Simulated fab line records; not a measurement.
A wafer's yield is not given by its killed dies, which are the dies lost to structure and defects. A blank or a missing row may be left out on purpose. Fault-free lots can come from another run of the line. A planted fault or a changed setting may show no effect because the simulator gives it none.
Matching of chambers :: flow nand harc :: NHARC_A_M1_PRE_CLEAN_32 on pecvd-03: 3 sister chambers
The step time 12 s. 3 wafers are shown with their chamber, then 11 later ones without.

== WAFERS PAIRED WITH THEIR CHAMBERS ==
wafer: L082.3
chamber: 2
heater power outer w (W): 424

wafer: L091.5
chamber: 0
heater power outer w (W): 286

wafer: L090.3
chamber: 1
heater power outer w (W): 258

== WAFERS WITHOUT THEIR CHAMBER ==
wafer: L090.4
heater power outer w (W): 273

wafer: L090.6
heater power outer w (W): 391

wafer: L092.3
heater power outer w (W): 307

wafer: L092.4
heater power outer w (W): 358

wafer: L092.6
heater power outer w (W): 295

wafer: L093.3
heater power outer w (W): 258

wafer: L093.4
heater power outer w (W): 389

wafer: L093.5
heater power outer w (W): 298

wafer: L097.3
heater power outer w (W): 417

wafer: L097.4
heater power outer w (W): 428

wafer: L097.5
heater power outer w (W): 246

== WHICH CHAMBER EACH WENT THROUGH ==
wafer: L090.4
from the rows above: can't be placed: 0 or 1
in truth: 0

wafer: L090.6
from the rows above: 2
in truth: 2

wafer: L092.3
from the rows above: can't be placed: 0 or 1
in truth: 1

wafer: L092.4
from the rows above: can't be placed: 2 or 0 or 1
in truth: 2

wafer: L092.6
from the rows above: can't be placed: 0 or 1
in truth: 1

wafer: L093.3
from the rows above: can't be placed: 1 or 0
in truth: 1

wafer: L093.4
from the rows above: 2
in truth: 2

wafer: L093.5
from the rows above: can't be placed: 0 or 1
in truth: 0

wafer: L097.3
from the rows above: 2
in truth: 2

wafer: L097.4
from the rows above: 2
in truth: 2

wafer: L097.5
from the rows above: can't be placed: 1 or 0
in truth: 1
Correctly placed: 4 of 11. Not placeable from these rows: 7 (in 7, the candidates include the true chamber). Number placed wrongly: 0.
How it was worked out, from the rows above alone: a wafer's distance from a chamber is the root of the sum, over the readings, of the square of ((its reading less the chamber's mean) divided by the reading's scatter). If the next closest chamber is less than 2 further off than the closest, the wafer can't be placed; otherwise it belongs to the closest. A chamber's mean is the mean of its shown wafers. The scatter: with one shown wafer a chamber, the root of the mean of the squares of how far each hidden wafer lies from its nearest shown one.
